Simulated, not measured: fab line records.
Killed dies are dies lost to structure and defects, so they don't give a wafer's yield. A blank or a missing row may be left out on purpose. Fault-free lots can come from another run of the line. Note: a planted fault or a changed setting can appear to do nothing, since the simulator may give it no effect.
Split-lot experiment | flow n5_finfet | 21 wafers read from 7 lots, route of 1938 steps

ABOUT THE SPLIT
At N5_BEOL_M10_COAT_59 (time 60 s, resist thk 100 nm), the setting spin_rpm was moved away from the recipe's 1500 rpm on 8 of the 21 wafers read, by -8.4% to +11.2%. For the rest of the wafers, this setting stayed at what the recipe calls for.

FROM THE SPLIT TO THE READING: what the file shows between them, 7 steps
- N5_BEOL_M10_COAT_60: time 60 s, resist thk 30 nm
- N5_BEOL_M10_COAT_05: resist thk 90 nm
- N5_BEOL_M10_DESCUM_16: chemistry O2, time 7.9 s
- N5_BEOL_M10_ETCH_61: etches SiARC in CF4, target depth 39 nm, time 65 s
- N5_BEOL_M10_ETCH_62: etches SOC in N2/H2, target depth 110 nm, overetch 22 nm, time 165 s
- N5_BEOL_M10_STRIP_68: strips in N2/H2
- N5_BEOL_M10_STRIP_67: strips in CF4

THE READING
SOC_of_BEOL_M10_COAT_59.thk_nm (the simulator's own value, which no gauge read), in nm, at N5_BEOL_M10_HM_OPEN_17 (chemistry Cl2/BCl3, target TiN, target depth 20 nm, overetch 6 nm). The file does not state a usual value for it. Here, 13 wafers ran the recipe; their average is 92.4 nm with a standard deviation of 0.42 nm.

wafer  | tool, chamber at the split | spin_rpm as run, rpm | against the recipe | SOC_of_BEOL_M10_COAT_59.thk_nm, nm | against lot-mates on the recipe
L074.1 | litho_track-02, 0          | 1374                 | -8.4%              | 96.8                               | +4.4
L074.3 | litho_track-02, 0          | 1374                 | -8.4%              | 97                                 | +4.6
L074.6 | litho_track-02, 0          | 1500                 | recipe             | 92.4                               | -
L076.2 | litho_track-05, 0          | 1602                 | +6.8%              | 89.6                               | -3.0
L076.3 | litho_track-05, 0          | 1500                 | recipe             | 92.6                               | -
L076.4 | litho_track-05, 0          | 1500                 | recipe             | 92.6                               | -
L078.4 | litho_track-05, 0          | 1500                 | recipe             | 92.6                               | -
L078.5 | litho_track-05, 0          | 1668                 | +11.2%             | 87.6                               | -4.9
L078.6 | litho_track-05, 0          | 1500                 | recipe             | 92.4                               | -
L082.2 | litho_track-02, 0          | 1500                 | recipe             | 92.4                               | -
L082.4 | litho_track-02, 0          | 1500                 | recipe             | 92.4                               | -
L082.6 | litho_track-02, 0          | 1500                 | recipe             | 92.2                               | -
L084.2 | litho_track-05, 0          | 1500                 | recipe             | 92.8                               | -
L084.6 | litho_track-05, 0          | 1500                 | recipe             | 92.8                               | -
L084.4 | litho_track-05, 0          | 1500                 | recipe             | 93                                 | -
L085.3 | litho_track-02, 0          | 1436                 | -4.3%              | 94.8                               | +2.4
L085.4 | litho_track-02, 0          | 1500                 | recipe             | 92.4                               | -
L085.5 | litho_track-02, 0          | 1436                 | -4.3%              | 94.4                               | +2.0
L093.1 | litho_track-02, 0          | 1586                 | +5.7%              | 89                                 | -2.2
L093.4 | litho_track-02, 0          | 1586                 | +5.7%              | 88.6                               | -2.6
L093.6 | litho_track-02, 0          | 1500                 | recipe             | 91.2                               | -

THE FIT
A straight line over all 21 wafers: SOC_of_BEOL_M10_COAT_59.thk_nm changes by -0.503 nm for each +1% of spin_rpm; r = -0.98; the points scatter about the line by 0.49 nm.
The same after taking each lot's own level away (the mean of its wafers on the recipe; 21 wafers): -0.476 nm for each +1%; r = -1.00; scatter 0.22 nm.
On that fit, the largest move of spin_rpm shifts the reading by 5.3 nm.
Across the lots, their own levels run from 91.20 to 92.87 nm, a range of 4.0 times the standard deviation given above.
The two slopes are in agreement: the lot-to-lot level therefore moves the slope only a little.
Check: -5.37 nm against its lot-mates is what the line predicts for one of the wafers moved furthest among these (+11.2%) when that wafer is left out of the fit. It came out at -4.9 nm against them.

OTHER SPLITS APPLIED TO THESE WAFERS
Note: prior to the reading, these wafers also went through further splits. Each is held against what the fit with the lots' levels taken away leaves over:
other split on the same wafers | wafers away from the commonest value | r with SOC_of_BEOL_M10_COAT_59.thk_nm (lot level and that fit taken away)
N5_BEOL_M10_ILD_DEP_00 time_s  | 10                                   | +0.05

THE WHOLE CHAIN: every reading that the file lists as answering this split, in the file's order
step                   | what it does                                                         | reading                                                                         | change (the file's fit)               | r (the file's)
N5_BEOL_M10_COAT_59    | time 60 s, resist thk 100 nm                                         | SOC_of_BEOL_M10_COAT_59.thk_nm (the simulator's own value, which no gauge read) | -0.473 nm for each +1% of the setting | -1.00
N5_BEOL_M10_ETCH_62    | etches SOC in N2/H2, target depth 110 nm, overetch 22 nm, time 165 s | etch.depth_nm (the simulator's own value, which no gauge read)                  | -0.471 nm for each +1% of the setting | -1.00
N5_BEOL_M10_HM_OPEN_17 | chemistry Cl2/BCl3, target TiN, target depth 20 nm, overetch 6 nm    | SOC_of_BEOL_M10_COAT_59.thk_nm (the simulator's own value, which no gauge read) | -0.464 nm for each +1% of the setting | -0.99

FILE'S OWN FIT
SOC_of_BEOL_M10_COAT_59.thk_nm changes by -0.464 nm for each +1% of spin_rpm, r = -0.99.
